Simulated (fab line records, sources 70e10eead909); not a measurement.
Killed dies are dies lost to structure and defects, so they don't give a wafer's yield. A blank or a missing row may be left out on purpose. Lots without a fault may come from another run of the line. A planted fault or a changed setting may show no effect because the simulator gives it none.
fab line records | flow nand_harc
record lots=24 wafers=72 last_day=25
route steps=1159 shown A_STAIRCASE@580
lots that met no fault: from a run of the same line without faults
start_h: hours from the record's first day to the start of the lot's first wafer shown | wait_h: hours since the lot's step before | " the same as in the row above | L1.1+2: a row that stands for several wafers | - no value, or no start given | * or withheld: withheld | < > ~ a bound
route shown NAME@n: a module of which the file shows steps, and the number in the route of the first | usual: mean/standard deviation of fault-free wafers | same: alike in all rows | chamber/n: place in a boat | sites: the reading at each site | _std_site: their standard deviation | _edge_site: outer sites' mean less inner sites' | radius_mm: how far each site lies from the wafer's centre | mask NAME#n: copy n | behind: the tool/chamber that last shaped the wafer | hold: why the lot was held/for how many hours/how that ended | device: the transistor (n, p or np) that didn't switch | end of line: the same wafers' tests at the end of the route | a step without rows: its recipe alone | killed: dies lost to structure and defects at the first sort, not the wafer's yield | map: a wafer's dies, x killed, . not, _ none there
set.NAME: the setting as run; set.NAME@STEP: as run at that earlier step | model.NAME: the simulator's own value behind a step, which no gauge read
steps of the route over a sample of lots; a table a step, a row a wafer
services: from which hour (start_h, from the record's first day; less than 0 if before it) a tool's chamber was out of use, for how many hours, and why
## steps
# step NHARC_A_STAIRCASE_DESCUM_186
# recipe time_s=3 o2_flow_sccm=200 ar_flow_sccm=0 bias_power_w=0 chemistry=O2
# usual drypump_motor_current_A=5.8/0.48 oes_product_au=0.998/0.014 rf_vpp_V=57.7/0.91 showerhead_plenum_p_Torr=1.88/0.082 throttle_valve_pct=11.312/0.0096
# columns lot.wafer tool chamber start_h wait_h drypump_motor_current_A oes_product_au rf_hours_counter_h rf_vpp_V showerhead_plenum_p_Torr throttle_valve_pct
L074.4 rie_diel-13 2 236.74 - 5.0 0.989 41 56.4 1.88 11.301
L074.2 " 3 " " 6.1 0.983 43 58.1 2.06 11.312
L074.6 " 2 " " 5.0 0.986 - 58.0 1.88 11.299
L075.4 rie_diel-05 3 249.25 - 5.8 0.988 21 58.3 1.85 11.328
L075.6 " 1 " " 6.5 0.992 - 58.2 2.02 11.311
L075.5 " 2 " " 6.1 1.000 - 58.1 1.87 11.312
L076.4 rie_diel-05 1 249.77 - 6.5 0.996 30 57.2 2.02 11.313
L076.1 " 3 " " 5.7 0.993 22 56.6 1.85 11.294
L076.6 " 1 " " 6.5 0.997 - 56.9 2.02 11.306
L078.3 rie_diel-05 0 257.59 - 5.4 0.987 30 57.1 1.84 11.299
L078.5 " 3 " " 5.8 1.001 - 58.2 1.85 11.300
L078.6 " 0 " " 5.4 0.980 - 58.6 1.84 11.316
L077.3 rie_diel-13 2 258.01 - 5.0 0.991 49 56.6 1.88 11.303
L077.6 " 1 " " 6.0 0.986 - 58.6 1.87 11.309
L077.5 " 2 " " 5.0 0.990 - 58.2 1.88 11.330
L079.1 rie_diel-05 0 265.09 - 5.4 1.000 33 57.0 1.83 11.320
L079.2 " 3 " " 5.8 1.011 27 58.8 1.85 11.307
L079.5 " 1 " " 6.5 1.018 - 58.3 2.02 11.294
L082.3 rie_diel-13 1 286.12 - 6.0 0.980 0 57.3 1.87 11.322
L082.4 " 0 " " 6.2 1.021 0 56.1 1.81 11.318
L082.5 " 2 " " 5.0 0.975 - 57.3 1.88 11.324
L080.3 rie_diel-08 2 286.76 - 5.0 1.002 57 57.6 1.82 11.312
L080.2 " 3 " " 5.3 1.026 58 57.6 1.78 11.296
L080.1 " 0 " " 5.5 1.024 56 58.9 1.83 11.304
L081.4 rie_diel-13 3 287.09 - 6.1 0.989 1 59.2 2.06 11.308
L081.1 " 0 " " 6.2 1.027 1 57.3 1.81 11.316
L081.5 " 3 " " 6.1 0.987 - 58.5 2.06 11.312
L083.2 rie_diel-13 2 290.43 - 5.0 0.976 2 55.4 1.88 11.318
L083.3 " 0 " " 6.2 1.009 2 56.8 1.81 11.309
L083.5 " 2 " " 5.0 0.983 - 57.6 1.88 11.323
L084.2 rie_diel-13 3 296.84 - 6.1 0.999 5 59.2 2.06 11.318
L084.1 " 0 " " 6.1 1.012 5 57.9 1.81 11.337
L084.6 " 0 " " 6.1 1.015 - 57.6 1.81 11.312
L085.1 rie_diel-08 0 300.34 - 5.4 1.011 62 55.7 1.82 11.313
L085.3 " 2 " " 5.0 0.990 64 59.5 1.81 11.320
L085.2 " 3 " " 5.3 1.010 61 57.6 1.78 11.308
L087.1 rie_diel-05 2 317.12 - 6.1 0.994 54 56.3 1.86 11.317
L087.4 " 3 " " 5.8 0.995 48 57.5 1.84 11.299
L087.6 " 2 " " 6.1 0.999 - 56.8 1.86 11.321
L086.1 rie_diel-05 1 319.31 - 6.5 0.991 57 59.0 2.01 11.323
L086.2 " 3 " " 5.8 1.006 49 56.6 1.84 11.318
L086.6 " 1 " " 6.5 1.001 - 57.4 2.01 11.313
L088.3 rie_diel-05 3 322.22 - 5.8 0.995 50 58.0 1.84 11.308
L088.1 " 2 " " 6.1 1.005 56 57.1 1.86 11.305
L088.5 " 0 " " 5.4 0.989 - 57.3 1.83 11.312
L090.3 rie_diel-05 3 327.50 - 5.7 1.010 52 57.6 1.84 11.324
L090.2 " 0 " " 5.4 0.998 61 57.6 1.83 11.293
L090.6 " 2 " " 6.1 1.007 - 57.6 1.86 11.323
L091.2 rie_diel-13 2 339.90 - 5.0 0.980 22 58.1 1.87 11.295
L091.3 " 3 " " 6.2 0.999 21 57.4 2.05 11.307
L091.5 " 3 " " 6.2 0.982 - 57.4 2.05 11.301
L089.1 rie_diel-05 1 340.46 - 6.5 0.992 63 58.5 2.01 11.316
L089.4 " 0 " " 5.4 0.992 64 57.6 1.82 11.328
L089.5 " 2 " " 6.1 1.021 - 58.2 1.86 11.313
L092.3 rie_diel-13 2 346.58 - 5.0 0.998 25 56.7 1.87 11.296
L092.6 " 1 " " 6.0 0.989 - 57.8 1.86 11.305
L092.5 " 2 " " 5.0 0.984 - 58.5 1.87 11.306
L094.3 rie_diel-13 1 352.07 - 6.0 0.980 27 56.5 1.86 11.316
L094.2 " 3 " " 6.2 0.986 26 59.1 2.05 11.320
L094.5 " 2 " " 5.0 0.979 - 58.8 1.87 11.315
L093.4 rie_diel-08 2 355.56 - 5.0 0.983 16 57.6 1.81 11.309
L093.2 " 3 " " 5.3 1.015 16 57.8 1.77 11.302
L093.5 " 1 " " 6.0 1.020 - 56.3 1.79 11.312
L095.1 rie_diel-08 0 373.26 - 5.4 0.995 20 57.9 1.82 11.320
L095.3 " 1 " " 6.0 1.012 23 56.5 1.79 11.313
L095.5 " 2 " " 5.0 0.992 - 56.6 1.81 11.312
L097.1 rie_diel-05 3 375.14 - 5.8 0.994 4 58.5 1.84 11.313
L097.6 " 3 " " 5.8 1.003 - 59.4 1.84 11.320
L097.5 " 0 " " 5.4 1.006 - 57.7 1.82 11.303
L096.3 rie_diel-05 3 378.27 - 5.8 0.985 6 57.0 1.84 11.332
L096.6 " 2 " " 6.1 1.009 - 58.1 1.86 11.307
L096.5 " 3 " " 5.8 0.992 - 57.3 1.84 11.315
# step NHARC_A_STAIRCASE_TRIM_200
# recipe time_s=211.2 o2_flow_sccm=500 ar_flow_sccm=0 bias_w=0 chemistry=O2
# usual drypump_motor_current_A=5.8/0.48 oes_product_au=1.000/0.015 rf_vpp_V=57.7/1 showerhead_plenum_p_Torr=3.45/0.14 throttle_valve_pct=17.037/0.0088
# columns lot.wafer tool chamber start_h wait_h drypump_motor_current_A oes_product_au rf_hours_counter_h rf_vpp_V showerhead_plenum_p_Torr throttle_valve_pct
L074.4 rie_diel-05 3 - - 5.8 1.000 17 58.3 3.43 17.037
L074.2 " 0 " " 5.4 0.979 23 56.9 3.40 17.038
L074.6 " 1 " " 6.5 0.992 - 57.9 3.71 17.046
L075.4 rie_diel-13 2 - - 5.0 0.990 46 57.6 3.47 17.029
L075.5 " 2 " " 5.0 0.996 - 58.2 3.47 17.029
L075.6 " 3 " " 6.1 0.978 - 59.0 3.78 17.045
L076.4 rie_diel-05 0 - - 5.4 0.992 28 58.0 3.40 17.040
L076.1 " 2 " " 6.1 1.010 32 57.5 3.45 17.036
L076.6 " 0 " " 5.4 0.998 - 58.9 3.40 17.039
L078.3 rie_diel-05 1 - - 6.5 1.013 34 58.6 3.71 17.016
L078.6 " 0 " " 5.4 0.987 - 58.6 3.39 17.044
L078.5 " 1 " " 6.5 1.010 - 59.0 3.71 17.034
L077.3 rie_diel-08 0 - - 5.4 1.017 46 58.4 3.38 17.035
L077.6 " 2 " " 5.0 1.003 - 57.5 3.37 17.056
L077.5 " 3 " " 5.3 1.020 - 58.9 3.30 17.040
L079.2 rie_diel-08 0 - - 5.4 1.019 48 57.8 3.38 17.038
L079.1 " 2 " " 5.0 0.979 47 57.5 3.37 17.040
L079.5 " 1 " " 6.0 1.025 - 55.8 3.33 17.036
L082.3 rie_diel-08 0 - - 5.4 1.007 57 56.9 3.38 17.036
L082.4 " 2 " " 5.0 0.987 - 57.4 3.36 17.036
L082.5 " 0 " " 5.4 1.022 - 57.3 3.38 17.043
L080.2 rie_diel-05 2 - - 6.1 1.003 45 56.0 3.44 17.032
L080.1 " 3 " " 5.8 0.996 37 59.0 3.42 17.043
L080.3 " 0 " " 5.4 0.979 43 56.6 3.39 17.045
L081.1 rie_diel-05 0 - - 5.4 0.978 43 57.2 3.39 17.030
L081.4 " 2 " " 6.1 0.998 45 56.1 3.44 17.026
L081.5 " 0 " " 5.4 0.998 - 57.1 3.39 17.035
L083.3 rie_diel-13 3 - - 6.1 0.995 3 58.2 3.77 17.038
L083.2 " 0 " " 6.2 1.017 3 57.8 3.35 17.050
L083.5 " 1 " " 6.0 0.980 - 58.1 3.44 17.027
L084.2 rie_diel-05 1 - - 6.5 1.007 49 59.3 3.70 17.046
L084.1 " 3 " " 5.7 1.004 41 56.7 3.41 17.042
L084.6 " 2 " " 6.1 1.015 - 55.9 3.44 17.048
L085.1 rie_diel-05 2 - - 6.1 1.001 49 57.7 3.44 17.043
L085.2 " 0 " " 5.4 0.987 48 57.1 3.38 17.037
L085.3 " 1 " " 6.5 0.998 50 58.5 3.70 17.049
L087.4 rie_diel-13 3 - - 6.2 0.993 16 59.2 3.77 17.051
L087.1 " 0 " " 6.2 1.014 14 56.8 3.35 17.051
L087.6 " 1 " " 6.0 0.984 - 59.4 3.44 17.040
L086.2 rie_diel-08 3 - - 5.3 1.032 4 56.7 3.29 17.034
L086.1 " 2 " " 5.0 0.985 4 57.4 3.35 17.029
L086.6 " 0 " " 5.5 1.002 - 57.6 3.37 17.030
L088.1 rie_diel-13 0 - - 6.2 1.012 17 56.7 3.34 17.045
L088.3 " 3 " " 6.1 0.997 18 57.3 3.76 17.035
L088.5 " 0 " " 6.2 1.012 - 58.5 3.34 17.034
L090.2 rie_diel-05 3 - - 5.8 1.008 53 57.1 3.41 17.052
L090.3 " 0 " " 5.4 1.000 61 57.6 3.38 17.027
L090.6 " 0 " " 5.4 1.002 - 55.6 3.38 17.036
L091.3 rie_diel-13 2 - - 5.0 0.978 23 56.3 3.45 17.035
L091.2 " 3 " " 6.1 0.983 22 60.3 3.76 17.037
L091.5 " 1 " " 6.0 0.984 - 56.8 3.43 17.031
L089.1 rie_diel-08 3 - - 5.3 1.016 12 56.8 3.29 17.024
L089.4 " 0 " " 5.4 0.986 9 57.3 3.37 17.051
L089.5 " 3 " " 5.3 1.012 - 56.1 3.29 17.036
L092.3 rie_diel-13 1 - - 6.0 0.975 25 58.0 3.43 17.036
L092.5 " 2 " " 5.0 0.976 - 57.7 3.45 17.043
L092.6 " 3 " " 6.2 0.986 - 60.1 3.76 17.022
L094.2 rie_diel-05 3 - - 5.8 0.988 1 56.2 3.41 17.037
L094.3 " 1 " " 6.5 1.026 1 59.9 3.69 17.038
L094.5 " 3 " " 5.8 0.989 - 58.3 3.41 17.042
L093.2 rie_diel-08 0 - - 5.4 0.997 15 56.7 3.37 17.029
L093.4 " 1 " " 6.0 1.016 17 58.3 3.31 17.046
L093.5 " 2 " " 5.0 0.989 - 56.3 3.35 17.039
L095.3 rie_diel-13 0 - - 6.2 1.008 29 57.2 3.34 17.030
L095.1 " 2 " " 5.0 0.984 38 57.5 3.45 17.033
L095.5 " 0 " " 6.2 0.999 - 56.5 3.34 17.021
L097.1 rie_diel-05 3 - - 5.8 0.988 6 55.8 3.40 17.030
L097.5 " 2 " " 6.1 1.016 - 58.2 3.43 17.035
L097.6 " 3 " " 5.8 0.998 - 57.8 3.40 17.039
L096.3 rie_diel-05 1 - - 6.5 1.026 14 57.2 3.69 17.033
L096.5 " 0 " " 5.4 0.991 - 56.7 3.37 17.025
L096.6 " 1 " " 6.5 1.026 - 57.4 3.69 17.029
# step NHARC_A_STAIRCASE_ETCH_227
# recipe target_depth_a=1000 time_s=40.5 ion_energy_ev=400 c4f8_flow_sccm=20 o2_flow_sccm=10 ar_flow_sccm=withheld rf_w=600 bias_w=1000 chemistry=C4F8/O2
# usual oes_product_au=0.940/0.014 rf_vpp_V=893/5.6
# columns lot.wafer tool chamber start_h wait_h oes_product_au rf_hours_counter_h rf_vpp_V
L074.2 rie_diel-13 1 - - 0.945 45 893
L074.4 " 2 " " 0.939 43 896
L074.6 " 2 " " 0.932 - 894
L075.4 rie_diel-05 2 - - 0.959 33 892
L075.5 " 3 " " 0.934 - 892
L075.6 " 0 " " 0.924 - 891
L076.1 rie_diel-05 1 - - 0.945 32 902
L076.4 " 3 " " 0.936 24 893
L076.6 " 0 " " 0.916 - 889
L078.3 rie_diel-05 1 - - 0.939 35 903
L078.5 " 0 " " 0.927 - 892
L078.6 " 1 " " 0.953 - 904
L077.3 rie_diel-08 1 - - 0.977 48 890
L077.5 " 2 " " 0.936 - 891
L077.6 " 3 " " 0.960 - 887
L079.1 rie_diel-05 2 - - 0.944 38 892
L079.2 " 3 " " 0.955 29 892
L079.5 " 0 " " 0.930 - 891
L082.4 rie_diel-13 1 - - 0.912 3 893
L082.3 " 3 " " 0.931 3 905
L082.5 " 2 " " 0.930 - 895
L080.3 rie_diel-13 0 - - 0.959 3 890
L080.1 " 1 " " 0.923 4 893
L080.2 " 2 " " 0.928 4 896
L081.4 rie_diel-05 1 - - 0.948 47 901
L081.1 " 2 " " 0.949 47 894
L081.5 " 0 " " 0.919 - 893
L083.3 rie_diel-13 3 - - 0.922 5 905
L083.2 " 0 " " 0.948 5 890
L083.5 " 2 " " 0.929 - 896
L084.2 rie_diel-13 0 - - 0.965 7 891
L084.1 " 1 " " 0.923 8 892
L084.6 " 3 " " 0.942 - 905
L085.1 rie_diel-13 1 - - 0.947 10 893
L085.2 " 3 " " 0.947 11 905
L085.3 " 0 " " 0.972 10 891
L087.4 rie_diel-08 2 - - 0.912 5 890
L087.1 " 0 " " 0.931 6 891
L087.6 " 3 " " 0.941 - 887
L086.1 rie_diel-08 0 - - 0.943 7 890
L086.2 " 1 " " 0.966 7 887
L086.6 " 1 " " 0.965 - 887
L088.1 rie_diel-08 2 - - 0.939 7 889
L088.3 " 3 " " 0.962 8 887
L088.5 " 2 " " 0.923 - 889
L090.3 rie_diel-05 1 - - 0.942 62 902
L090.2 " 2 " " 0.968 59 892
L090.6 " 1 " " 0.960 - 900
L089.1 rie_diel-13 0 - - 0.949 22 888
L089.4 " 2 " " 0.927 24 893
L089.5 " 3 " " 0.932 - 905
L091.3 rie_diel-08 0 - - 0.947 10 889
L091.2 " 3 " " 0.950 14 885
L091.5 " 0 " " 0.952 - 890
L092.3 rie_diel-13 0 - - 0.967 25 889
L092.6 " 2 " " 0.923 - 894
L092.5 " 3 " " 0.933 - 906
L094.2 rie_diel-13 3 - - 0.932 29 904
L094.3 " 1 " " 0.946 30 891
L094.5 " 1 " " 0.926 - 894
L093.4 rie_diel-08 2 - - 0.908 19 889
L093.2 " 1 " " 0.928 18 889
L093.5 " 3 " " 0.947 - 888
L095.3 rie_diel-13 1 - - 0.933 38 894
L095.1 " 3 " " 0.932 38 905
L095.5 " 1 " " 0.929 - 892
L097.1 rie_diel-13 3 - - 0.948 39 903
L097.6 " 3 " " 0.946 - 904
L097.5 " 0 " " 0.954 - 888
L096.3 rie_diel-13 2 - - 0.931 42 892
L096.6 " 1 " " 0.949 - 892
L096.5 " 2 " " 0.933 - 892
# step NHARC_A_STAIRCASE_TRIM_235
# recipe time_s=211.2 o2_flow_sccm=500 ar_flow_sccm=0 bias_w=0 chemistry=O2
# usual drypump_motor_current_A=5.8/0.48 oes_product_au=0.997/0.014 rf_vpp_V=57.6/0.91 showerhead_plenum_p_Torr=3.45/0.15 throttle_valve_pct=17.037/0.0092
# columns lot.wafer tool chamber start_h wait_h drypump_motor_current_A oes_product_au rf_hours_counter_h rf_vpp_V showerhead_plenum_p_Torr throttle_valve_pct
L074.2 rie_diel-08 1 - - 6.0 1.026 40 57.6 3.34 17.049
L074.4 " 0 " " 5.4 1.016 40 56.8 3.39 17.047
L074.6 " 1 " " 6.0 1.025 - 58.6 3.34 17.040
L075.4 rie_diel-05 0 - - 5.4 0.991 30 57.7 3.39 17.025
L075.6 " 1 " " 6.5 1.011 - 59.2 3.71 17.039
L075.5 " 2 " " 6.1 1.017 - 57.4 3.45 17.033
L076.4 rie_diel-13 2 - - 5.0 1.008 49 57.1 3.47 17.049
L076.1 " 1 " " 6.0 0.985 50 56.3 3.45 17.039
L076.6 " 2 " " 5.0 0.987 - 58.8 3.47 17.030
L078.3 rie_diel-05 2 - - 6.1 1.012 36 57.3 3.45 17.031
L078.5 " 1 " " 6.6 1.014 - 58.6 3.71 17.044
L078.6 " 2 " " 6.1 1.015 - 57.7 3.45 17.037
L077.3 rie_diel-08 1 - - 6.0 1.029 48 56.1 3.33 17.047
L077.6 " 2 " " 5.0 0.989 - 56.4 3.37 17.038
L077.5 " 3 " " 5.4 1.015 - 57.7 3.30 17.033
L079.1 rie_diel-13 0 - - 6.2 0.998 57 56.3 3.35 17.045
L079.2 " 1 " " 6.0 0.985 56 56.5 3.45 17.049
L079.5 " 0 " " 6.2 0.994 - 56.5 3.35 17.042
L082.3 rie_diel-05 1 - - 6.5 1.004 47 58.4 3.70 17.033
L082.4 " 2 " " 6.1 1.003 47 58.4 3.44 17.030
L082.5 " 0 " " 5.4 0.991 - 57.6 3.39 17.039
L080.3 rie_diel-08 2 - - 5.0 0.999 61 57.7 3.36 17.034
L080.2 " 0 " " 5.4 1.028 60 56.7 3.38 17.014
L080.1 " 1 " " 6.0 1.021 63 57.6 3.32 17.021
L081.4 rie_diel-13 1 - - 6.0 0.974 5 57.5 3.44 17.032
L081.1 " 0 " " 6.2 1.018 4 58.6 3.35 17.040
L081.5 " 1 " " 6.0 0.982 - 58.5 3.44 17.041
L083.3 rie_diel-13 1 - - 6.0 0.976 6 58.8 3.44 17.039
L083.2 " 3 " " 6.2 0.996 5 58.6 3.77 17.038
L083.5 " 0 " " 6.2 1.013 - 57.0 3.35 17.028
L084.1 rie_diel-05 0 - - 5.4 0.986 49 58.2 3.38 17.041
L084.2 " 2 " " 6.1 1.004 49 57.2 3.44 17.036
L084.6 " 3 " " 5.8 0.993 - 58.1 3.41 17.035
L085.1 rie_diel-13 3 - - 6.2 0.997 12 59.1 3.77 17.041
L085.2 " 1 " " 6.0 0.980 11 56.8 3.44 17.039
L085.3 " 2 " " 5.0 0.981 12 56.9 3.46 17.033
L087.4 rie_diel-08 1 - - 6.0 1.008 7 56.5 3.32 17.038
L087.1 " 3 " " 5.3 1.017 7 56.6 3.29 17.060
L087.6 " 0 " " 5.4 0.994 - 58.0 3.37 17.041
L086.2 rie_diel-08 1 - - 6.0 1.009 7 57.5 3.32 17.030
L086.1 " 3 " " 5.3 1.014 7 56.9 3.29 17.046
L086.6 " 0 " " 5.4 0.992 - 58.5 3.37 17.036
L088.1 rie_diel-08 2 - - 5.0 0.992 8 56.5 3.35 17.040
L088.3 " 1 " " 6.0 1.008 8 55.7 3.32 17.055
L088.5 " 1 " " 6.0 0.997 - 58.6 3.32 17.035
L090.3 rie_diel-05 2 - - 6.2 1.008 59 56.8 3.44 17.041
L090.2 " 0 " " 5.4 0.996 62 57.1 3.38 17.030
L090.6 " 2 " " 6.1 1.011 - 58.3 3.44 17.037
L089.4 rie_diel-13 2 - - 5.0 0.983 25 58.3 3.45 17.033
L089.1 " 3 " " 6.2 0.982 24 58.2 3.76 17.040
L089.5 " 3 " " 6.2 0.980 - 59.2 3.76 17.032
L091.2 rie_diel-13 0 - - 6.2 1.008 23 56.6 3.34 17.032
L091.3 " 1 " " 6.0 0.979 24 57.9 3.43 17.031
L091.5 " 1 " " 6.0 0.980 - 57.1 3.43 17.061
L092.3 rie_diel-13 1 - - 6.0 0.976 28 57.3 3.43 17.039
L092.5 " 0 " " 6.1 1.006 - 57.5 3.34 17.042
L092.6 " 1 " " 6.0 0.991 - 56.5 3.43 17.025
L094.3 rie_diel-05 3 - - 5.8 0.997 3 58.0 3.40 17.028
L094.2 " 2 " " 6.1 1.004 3 56.3 3.43 17.029
L094.5 " 0 " " 5.4 0.986 - 56.1 3.37 17.049
L093.2 rie_diel-13 1 - - 6.0 0.994 32 57.5 3.43 17.015
L093.5 " 1 " " 6.0 0.989 - 56.9 3.43 17.022
L093.4 " 3 " " 6.1 0.994 - 59.4 3.76 17.031
L095.3 rie_diel-13 0 - - 6.2 0.995 31 56.0 3.34 17.020
L095.1 " 1 " " 6.0 0.982 39 56.8 3.42 17.030
L095.5 " 1 " " 6.0 0.980 - 57.7 3.42 17.028
L097.1 rie_diel-13 2 - - 5.0 0.990 41 57.6 3.44 17.046
L097.6 " 1 " " 6.0 0.990 - 58.8 3.42 17.036
L097.5 " 2 " " 5.0 0.978 - 56.4 3.44 17.037
L096.3 rie_diel-05 2 - - 6.1 1.009 14 56.8 3.43 17.029
L096.5 " 0 " " 5.4 0.987 - 57.1 3.37 17.035
L096.6 " 1 " " 6.6 1.020 - 57.4 3.68 17.028
# step NHARC_A_STAIRCASE_STRIP_254
# recipe power_w=1500 temp_c=250 chemistry=O2
# usual drypump_motor_current_A=5.7/0.46 heater_power_w=354/29
# columns lot.wafer tool chamber start_h wait_h drypump_motor_current_A heater_power_w rf_hours_counter_h
L074.2 plasma_asher-02 1 245.21 - 5.8 362 18
L074.4 " 1 " " 5.9 343 -
L074.6 " 0 " " 6.2 322 -
L075.4 plasma_asher-02 1 257.44 - 5.8 346 -
L075.6 " 0 " " 6.2 322 -
L075.5 " 1 " " 5.8 352 -
L076.1 plasma_asher-01 0 258.65 - 5.0 339 53
L076.4 " 0 " " 5.0 340 -
L076.6 " 1 " " 5.8 379 -
L078.3 plasma_asher-02 1 265.58 - 5.8 352 -
L078.5 " 0 " " 6.2 318 -
L078.6 " 1 " " 5.8 354 -
L077.3 plasma_asher-02 0 267.18 - 6.2 321 -
L077.6 " 0 " " 6.2 326 -
L077.5 " 1 " " 5.9 354 -
L079.2 plasma_asher-02 1 272.82 - 5.9 353 27
L079.1 " 0 " " 6.2 320 27
L079.5 " 0 " " 6.2 319 -
L082.3 plasma_asher-02 1 294.50 - 5.8 365 -
L082.4 " 0 " " 6.2 316 -
L082.5 " 1 " " 5.9 352 -
L080.1 plasma_asher-02 1 295.16 - 5.9 349 38
L080.2 " 0 " " 6.2 328 38
L080.3 " 1 " " 5.9 354 -
L081.1 plasma_asher-01 0 295.65 - 4.9 348 5
L081.4 " 0 " " 5.0 344 -
L081.5 " 0 " " 5.0 346 -
L083.2 plasma_asher-02 0 298.58 - 6.2 318 40
L083.3 " 0 " " 6.2 319 -
L083.5 " 0 " " 6.2 321 -
L084.1 plasma_asher-01 1 306.00 - 5.8 409 8
L084.2 " 0 " " 4.9 346 8
L084.6 " 0 " " 5.0 341 -
L085.1 plasma_asher-02 1 310.40 - 5.9 355 44
L085.2 " 0 " " 6.2 326 44
L085.3 " 0 " " 6.2 316 -
L087.1 plasma_asher-02 0 326.82 - 6.2 325 49
L087.4 " 0 " " 6.2 324 -
L087.6 " 1 " " 5.8 352 -
L086.1 plasma_asher-02 0 328.07 - 6.2 322 50
L086.2 " 1 " " 5.8 356 50
L086.6 " 1 " " 5.9 358 -
L088.1 plasma_asher-01 1 331.84 - 5.8 397 15
L088.3 " 0 " " 4.9 339 -
L088.5 " 0 " " 4.9 335 -
L090.2 plasma_asher-01 0 335.13 - 4.9 349 16
L090.3 " 1 " " 5.8 402 -
L090.6 " 0 " " 4.9 346 -
L089.1 plasma_asher-01 0 348.43 - 4.9 341 19
L089.4 " 0 " " 5.0 348 -
L089.5 " 1 " " 5.8 395 -
L091.2 plasma_asher-02 1 349.03 - 5.8 346 55
L091.3 " 1 " " 5.9 362 -
L091.5 " 1 " " 5.9 353 -
L092.3 plasma_asher-01 1 354.89 - 5.7 401 -
L092.6 " 1 " " 5.8 407 -
L092.5 " 0 " " 4.9 350 -
L094.2 plasma_asher-01 0 360.66 - 4.9 346 24
L094.3 " 0 " " 4.9 344 -
L094.5 " 1 " " 5.7 394 -
L093.2 plasma_asher-01 0 366.42 - 4.9 340 29
L093.4 " 0 " " 4.9 333 -
L093.5 " 1 " " 5.8 410 -
L095.1 plasma_asher-01 1 381.75 - 5.8 404 35
L095.3 " 1 " " 5.8 406 -
L095.5 " 0 " " 5.0 347 -
L097.1 plasma_asher-01 0 384.33 - 4.9 337 36
L097.6 " 0 " " 4.9 349 -
L097.5 " 1 " " 5.8 400 -
L096.3 plasma_asher-01 1 386.82 - 5.8 406 -
L096.5 " 1 " " 5.7 395 -
L096.6 " 0 " " 5.0 347 -
# step NHARC_A_STAIRCASE_DEP_259
# recipe target_thk_a=300 target_thk_nm=30 temp_c=400 pressure_torr=3.5 flow_sccm=200 rf_w=350 material=SiON
# usual heater_power_outer_w=439/76 heater_power_w=749/120 showerhead_vpp_V=1152/62
# columns lot.wafer tool chamber start_h wait_h heater_power_outer_w heater_power_w showerhead_vpp_V
L074.2 pecvd-03 0 250.49 1.3 457 806 1193
L074.4 " 2 " " 532 938 1102
L074.6 " 0 " " 476 813 1201
L075.4 pecvd-01 0 260.39 0.7 500 822 1154
L075.6 " 1 " " 434 702 1226
L075.5 " 2 " " 414 700 1265
L076.1 pecvd-01 2 262.12 1.6 363 643 1244
L076.4 " 1 " " 341 593 1221
L076.6 " 2 " " 373 639 1250
L078.3 pecvd-04 2 268.63 0.9 320 597 1175
L078.5 " 2 " " 324 595 1167
L078.6 " 0 " " 510 838 1226
L077.3 pecvd-04 2 270.28 1.5 330 626 1182
L077.6 " 1 " " 618 962 1128
L077.5 " 2 " " 331 615 1180
L079.2 pecvd-04 2 276.86 1.3 302 577 1171
L079.1 " 1 " " 554 872 1154
L079.5 " 1 " " 568 869 1145
L082.3 pecvd-04 1 300.52 1.2 607 913 1144
L082.4 " 0 " " 488 829 1199
L082.5 " 1 " " 603 905 1141
L080.1 pecvd-04 2 301.74 1.5 369 688 1173
L080.3 " 0 " " 472 807 1217
L080.2 " 1 " " 604 936 1138
L081.1 pecvd-01 0 303.59 1.6 435 741 1147
L081.5 " 0 " " 426 742 1114
L081.4 " 1 " " 426 717 1194
L083.3 pecvd-04 2 309.29 1.0 311 614 1177
L083.2 " 0 " " 475 794 1206
L083.5 " 2 " " 321 608 1191
L084.1 pecvd-03 0 314.22 1.6 376 665 1172
L084.2 " 2 " " 504 888 1078
L084.6 " 2 " " 511 917 1088
L085.2 pecvd-03 1 316.47 1.3 405 643 1053
L085.1 " 2 " " 511 927 1101
L085.3 " 0 " " 405 714 1190
L087.1 pecvd-01 2 330.95 1.6 347 620 1264
L087.6 " 2 " " 357 616 1260
L087.4 " 0 " " 440 773 1138
L086.1 pecvd-03 2 331.00 1.6 456 846 1102
L086.2 " 0 " " 395 706 1184
L086.6 " 1 " " 388 613 1053
L088.3 pecvd-03 0 334.47 0.9 446 776 1193
L088.1 " 1 " " 355 599 1036
L088.5 " 2 " " 491 893 1102
L090.2 pecvd-04 1 337.75 1.2 510 781 1142
L090.3 " 0 " " 460 791 1225
L090.6 " 1 " " 517 797 1134
L089.1 pecvd-03 2 351.09 1.5 543 978 1091
L089.4 " 0 " " 408 709 1201
L089.5 " 1 " " 430 670 1054
L091.2 pecvd-03 2 353.39 1.2 408 774 1084
L091.3 " 1 " " 347 572 1048
L091.5 " 1 " " 353 566 1051
L092.3 pecvd-03 0 358.67 0.9 466 792 1157
L092.6 " 0 " " 468 815 1189
L092.5 " 1 " " 371 590 1051
L094.3 pecvd-01 2 365.35 1.0 423 704 1264
L094.2 " 0 " " 464 833 1140
L094.5 " 2 " " 416 709 1224
L093.2 pecvd-03 2 369.06 1.3 495 955 1112
L093.4 " 0 " " 431 767 1182
L093.5 " 1 " " 400 634 1053
L095.1 pecvd-03 2 385.90 1.6 466 847 1084
L095.3 " 1 " " 406 648 1038
L095.5 " 1 " " 402 639 1052
L097.1 pecvd-03 1 389.12 1.6 356 562 1041
L097.6 " 1 " " 343 580 1051
L097.5 " 2 " " 499 893 1098
L096.3 pecvd-04 0 391.02 1.0 429 746 1236
L096.6 " 0 " " 417 770 1212
L096.5 " 1 " " 578 909 1146
## services
# columns tool chamber start_h hours kind
pecvd-04 - 230.87 0.7 repair
rie_diel-08 0 230.90 4.1 repair
rie_diel-13 0 231.10 - clean
rie_diel-13 1 231.10 - clean
rie_diel-13 2 231.10 - clean
rie_diel-13 3 231.10 - clean
pecvd-01 - 237.32 13.0 pm
rie_diel-08 2 253.28 3.2 repair
rie_diel-13 0 255.73 - clean
rie_diel-13 1 255.73 - clean
rie_diel-13 2 255.73 - clean
rie_diel-05 2 273.08 2.7 repair
plasma_asher-01 - 276.03 9.0 pm
rie_diel-13 - 276.04 9.0 pm
rie_diel-08 3 287.17 3.8 repair
pecvd-03 - 292.05 13.0 pm
plasma_asher-02 - 299.72 0.9 repair
plasma_asher-01 - 324.19 1.8 repair
rie_diel-08 0 328.04 12.9 repair
rie_diel-05 - 340.67 9.0 pm
rie_diel-05 3 358.94 11.9 repair
plasma_asher-02 - 360.00 9.0 pm
pecvd-04 1 362.13 5.7 repair
pecvd-04 - 376.36 13.0 pm
## key
fault none
